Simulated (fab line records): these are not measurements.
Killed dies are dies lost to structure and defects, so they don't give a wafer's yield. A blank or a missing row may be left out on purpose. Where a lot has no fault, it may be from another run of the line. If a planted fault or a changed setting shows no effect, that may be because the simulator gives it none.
fab line records	flow n5-finfet	part 2 of 2: steps 19 to 32 of 32
record: lots: 5	wafers: 15	last-day: 19
route steps=1938 shown BEOL_M15@1818 PASS1_DEP@1831 MIM_BOT@1832 MIM_TOP@1834 MIM_TOP_LITHO@1839
lots with no fault: from the same line, run without faults
start-h: hours from the record's first day to the start of the lot's first wafer shown	wait-h: hours elapsed since this lot's preceding step	" as in the row above	L1.1+2: a row that stands for several wafers	- either no value or no given start	* or withheld: withheld	< > ~ a bound
route shown NAME@n: NAME is a module with steps in the file, n the number in the route of the first one	usual: the fault-free wafers' mean and standard deviation	same: alike in all rows	chamber/n: place in a boat	sites: per-site readings	_std_site: the standard deviation of these	_edge_site: the outer-site mean with the inner-site mean subtracted	radius-mm: how far each site lies from the wafer's centre	mask NAME#n: copy n	behind: the last tool/chamber to shape the wafer	hold: the reason the lot was held/the length of the hold in hours/how it ended	device: names the non-switching transistor (n, p or np)	end of line: tests of these same wafers at the route's end	a step given without rows: its recipe and nothing more	killed: dies lost to structure and defects at the first sort, not the wafer's yield	map: a wafer's dies, marking killed ones x, the rest . and places with no die _
set.NAME: the setting as run; set.NAME@STEP: as run at that earlier step	model.NAME: the simulator's own value behind a step, which no gauge read
certain route steps with their lots: each step a table, each wafer a row
services: when a tool's chamber went out of use (start-h, in hours from the record's first day, below 0 if earlier), for how many hours, and the reason
== steps ==
step: N5_MIM_TOP_ALD_02
recipe: material: Al2O3	target-thk-a: *	temp-c: withheld	ald-precursor-family: TMA	ald-co-reactant: O3	pulse-time-s: withheld	purge-time-s: 3	co-reactant-purge-time-s: withheld	co-reactant-pulse-time-s: 3	ald-cycles: withheld
usual: precursor-pulse-height-rel: 1.000/0.019
lot.wafer	tool	chamber	start-h	wait-h	precursor-pulse-height-rel
L074.1	ald-hk-02	0	-	-	1.005
L074.2	"	2	"	"	1.002
L074.3	"	1	"	"	1.034
L077.4	ald-hk-02	2	-	-	1.004
L077.5	"	0	"	"	1.028
L077.6	"	1	"	"	0.986
L090.1	ald-hk-02	2	-	-	1.001
L090.5	"	1	"	"	0.996
L090.6	"	0	"	"	1.007
L094.1	ald-hk-02	1	-	-	1.024
L094.3	"	3	"	"	1.020
L094.6	"	2	"	"	1.003
L097.1	ald-hk-03	1	-	-	0.987
L097.2	"	2	"	"	0.996
L097.6	"	3	"	"	0.981
step: N5_MIM_TOP_DEGAS_04
recipe: ambient: vacuum	temp-c: 300	time-s: 60
usual: heater-power-w: 473/31
lot.wafer	tool	chamber	start-h	wait-h	heater-power-w
L074.1	pvd-sputter-01	-	292.24	-	507
L074.2	"	-	"	"	501
L074.3	"	-	"	"	466
L077.4	pvd-sputter-03	-	307.71	-	460
L077.5	"	-	"	"	503
L077.6	"	-	"	"	461
L090.1	pvd-sputter-03	-	400.80	-	474
L090.5	"	-	"	"	440
L090.6	"	-	"	"	466
L094.1	pvd-sputter-03	-	425.73	-	446
L094.3	"	-	"	"	493
L094.6	"	-	"	"	470
L097.1	pvd-sputter-02	-	451.61	-	413
L097.2	"	-	"	"	469
L097.6	"	-	"	"	487
step: N5_MIM_TOP_SPUTTER_03
recipe: material: TiN	target-thk-a: 350	temp-c: 200	power-w: 3000	chamber-pressure-pa: 0.49996	gas: Ar	reactive-partial-pa: 0.37997	time-s: 89.7
usual: throttle-valve-pct: 30.7/1.4
lot.wafer	tool	chamber	start-h	wait-h	throttle-valve-pct
L074.1	pvd-sputter-01	-	292.28	0.0	30.0
L074.2	"	-	"	"	33.0
L074.3	"	-	"	"	30.6
L077.4	pvd-sputter-03	-	307.75	0.0	30.5
L077.5	"	-	"	"	30.6
L077.6	"	-	"	"	32.7
L090.1	pvd-sputter-03	-	400.84	0.0	30.6
L090.5	"	-	"	"	29.1
L090.6	"	-	"	"	30.4
L094.1	pvd-sputter-03	-	425.77	0.0	29.0
L094.3	"	-	"	"	30.8
L094.6	"	-	"	"	30.7
L097.1	pvd-sputter-02	-	451.65	0.0	29.5
L097.2	"	-	"	"	30.8
L097.6	"	-	"	"	28.2
step: N5_MIM_TOP_LITHO_HMDS_01
recipe: time-s: 60	temp-c: 120
lot.wafer	tool	chamber	start-h	wait-h
L074.1+2+3	litho-track-02	0	292.39	0.1
L077.4+5+6	litho-track-04	0	307.86	0.1
L090.1+5+6	litho-track-02	0	400.95	0.1
L094.1+3+6	litho-track-04	0	425.88	0.1
L097.1+2+6	litho-track-02	0	451.76	0.1
step: N5_MIM_TOP_LITHO_COAT_02
recipe: spin-rpm: *	resist-thk-nm: *
lot.wafer	tool	chamber	start-h	wait-h
L074.1+2+3	litho-track-02	0	-	-
L077.4+5+6	litho-track-04	0	-	-
L090.1+5+6	litho-track-02	0	-	-
L094.1+3+6	litho-track-04	0	-	-
L097.1+2+6	litho-track-02	0	-	-
step: N5_MIM_TOP_LITHO_EBR_04
recipe: solvent: PGMEA	ebr-width-mm: 1.5
lot.wafer	tool	chamber	start-h	wait-h
L074.1+2+3	litho-track-02	0	-	-
L077.4+5+6	litho-track-04	0	-	-
L090.1+5+6	litho-track-02	0	-	-
L094.1+3+6	litho-track-04	0	-	-
L097.1+2+6	litho-track-02	0	-	-
step: N5_MIM_TOP_LITHO_SOFTBAKE_03
recipe: temp-c: 100	time-s: 90
lot.wafer	tool	chamber	start-h	wait-h
L074.1+2+3	litho-track-02	0	-	-
L077.4+5+6	litho-track-04	0	-	-
L090.1+5+6	litho-track-02	0	-	-
L094.1+3+6	litho-track-04	0	-	-
L097.1+2+6	litho-track-02	0	-	-
step: N5_MIM_TOP_LITHO_EXPOSE_05
recipe: mask-id: MIM_TOP	na: 0.55	source-shape: conventional	sigma-outer: 0.8	polarization: unpolarized	target-cd-nm: 2000	dose-mj: 20.5
usual: focus-offset-nm: 0.1/0.5
lot.wafer	tool	chamber	start-h	wait-h	mask	focus-offset-nm
L074.1	krf-scanner-01	0	292.50	-	MIM_TOP#0	0.1
L074.2	"	0	"	"	MIM_TOP#0	-0.8
L074.3	"	0	"	"	MIM_TOP#0	-0.2
L077.4	krf-scanner-02	0	307.98	-	MIM_TOP#0	0.1
L077.5	"	0	"	"	MIM_TOP#0	-0.3
L077.6	"	0	"	"	MIM_TOP#0	0.9
L090.1	krf-scanner-02	0	401.05	-	MIM_TOP#0	0.4
L090.5	"	0	"	"	MIM_TOP#0	0.7
L090.6	"	0	"	"	MIM_TOP#0	0.8
L094.1	krf-scanner-02	0	426.11	-	MIM_TOP#0	0.3
L094.3	"	0	"	"	MIM_TOP#0	0.6
L094.6	"	0	"	"	MIM_TOP#0	0.1
L097.1	krf-scanner-02	0	451.99	-	MIM_TOP#0	0.8
L097.2	"	0	"	"	MIM_TOP#0	0.5
L097.6	"	0	"	"	MIM_TOP#0	0.1
step: N5_MIM_TOP_LITHO_PEB_06
recipe: peb-temp-c: withheld	peb-time-s: *
lot.wafer	tool	chamber	start-h	wait-h
L074.1+2+3	litho-track-03	0	292.55	0.1
L077.4+5+6	litho-track-02	0	308.02	0.0
L090.1+5+6	litho-track-02	0	401.11	0.1
L094.1+3+6	litho-track-02	0	426.17	0.1
L097.1+2+6	litho-track-02	0	452.04	0.1
step: N5_MIM_TOP_LITHO_DEVELOP_07
recipe: develop-time-s: 60	rinse-liquid: diw	dry: air-spin	dev-temp-c: 21
lot.wafer	tool	chamber	start-h	wait-h
L074.1+2+3	litho-track-03	0	-	-
L077.4+5+6	litho-track-02	0	-	-
L090.1+5+6	litho-track-02	0	-	-
L094.1+3+6	litho-track-02	0	-	-
L097.1+2+6	litho-track-02	0	-	-
step: N5_MIM_TOP_LITHO_HARDBAKE_09
recipe: temp-c: 130	time-s: 120
lot.wafer	tool	chamber	start-h	wait-h
L074.1+2+3	litho-track-03	0	-	-
L077.4+5+6	litho-track-02	0	-	-
L090.1+5+6	litho-track-02	0	-	-
L094.1+3+6	litho-track-02	0	-	-
L097.1+2+6	litho-track-02	0	-	-
step: N5_MIM_TOP_LITHO_CD_MEAS_08
recipe: target-cd-nm: 2000	landing-energy-ev: 500	detector: se-inlens
usual: cd-nm: 1999.4/1.5
lot.wafer	tool	chamber	start-h	wait-h	cd-nm
L074.1	cd-sem-02	0	292.67	-	2001.6
L074.2	"	0	"	"	1999.9
L074.3	"	0	"	"	2000.7
L077.4	cd-sem-02	0	308.14	-	1999.3
L077.5	"	0	"	"	1997.4
L077.6	"	0	"	"	1999.2
L090.1	cd-sem-01	0	401.23	-	2000.1
L090.5	"	0	"	"	1999.9
L090.6	"	0	"	"	1997.6
L094.1	cd-sem-02	0	426.29	-	1998.5
L094.3	"	0	"	"	1999.4
L094.6	"	0	"	"	1996.9
L097.1	cd-sem-01	0	452.16	-	1998.1
L097.2	"	0	"	"	1997.1
L097.6	"	0	"	"	1997.5
step: N5_MIM_TOP_LITHO_OVL_MEAS_11
recipe: points-per-wafer: 44
usual: MIM_TOP_OVL: 3/6
lot.wafer	tool	chamber	start-h	wait-h	MIM_TOP_OVL[nm]
L074.1	overlay-02	0	292.70	0.0	13
L074.2	"	0	"	"	11
L074.3	"	0	"	"	9
L077.4	overlay-02	0	308.17	0.0	2
L077.5	"	0	"	"	3
L077.6	"	0	"	"	-3
L090.1	overlay-02	0	401.26	0.0	1
L090.5	"	0	"	"	2
L090.6	"	0	"	"	-9
L094.1	overlay-02	0	426.32	0.0	0
L094.3	"	0	"	"	-7
L094.6	"	0	"	"	5
L097.1	overlay-01	0	452.19	0.0	10
L097.2	"	0	"	"	4
L097.6	"	0	"	"	13
step: N5_MIM_TOP_LITHO_INSPECT_12
recipe: mode: adi	inspect-instrument: macro
usual: raw-defect-count: 2.1/1.4
lot.wafer	tool	chamber	start-h	wait-h	raw-defect-count
L074.1	defect-inspect-01	-	292.73	0.0	0
L074.2	"	-	"	"	2
L074.3	"	-	"	"	4
L077.4	defect-inspect-01	-	308.20	0.0	2
L077.5	"	-	"	"	1
L077.6	"	-	"	"	5
L090.1	defect-inspect-01	-	401.28	0.0	2
L090.5	"	-	"	"	3
L090.6	"	-	"	"	1
L094.1	defect-inspect-02	-	426.34	0.0	2
L094.3	"	-	"	"	1
L094.6	"	-	"	"	4
L097.1	defect-inspect-01	-	452.22	0.0	1
L097.2	"	-	"	"	3
L097.6	"	-	"	"	2
== services ==
tool	chamber	start-h	hours	kind
ecd-cu-01	-	263.81	0.7	repair
pvd-sputter-02	-	277.88	6.1	repair
krf-scanner-02	-	285.42	4.4	pm
pvd-sputter-03	-	298.65	1.0	repair
krf-scanner-02	-	304.51	0.8	pm
ald-hk-02	-	308.59	2.8	pm
pecvd-01	1	309.99	16.9	repair
pecvd-02	-	310.81	0.5	repair
ecd-cu-01	-	311.40	4.8	pm
krf-scanner-02	-	327.19	1.7	repair
pecvd-04	0	328.19	19.8	repair
pecvd-04	2	349.28	2.9	repair
pecvd-04	-	359.94	3.2	repair
cmp-01	-	361.70	0.2	repair
pvd-sputter-02	-	366.77	0.8	repair
pvd-sputter-01	-	376.77	2.2	repair
cmp-01	-	382.16	0.9	repair
krf-scanner-02	-	387.04	1.3	pm
cmp-01	-	399.06	5.6	pm
krf-scanner-02	-	422.26	1.0	pm
pvd-sputter-01	-	427.94	8.0	repair
pecvd-04	2	429.28	4.8	repair
pvd-sputter-02	-	442.54	2.6	repair
krf-scanner-02	-	446.86	4.6	repair
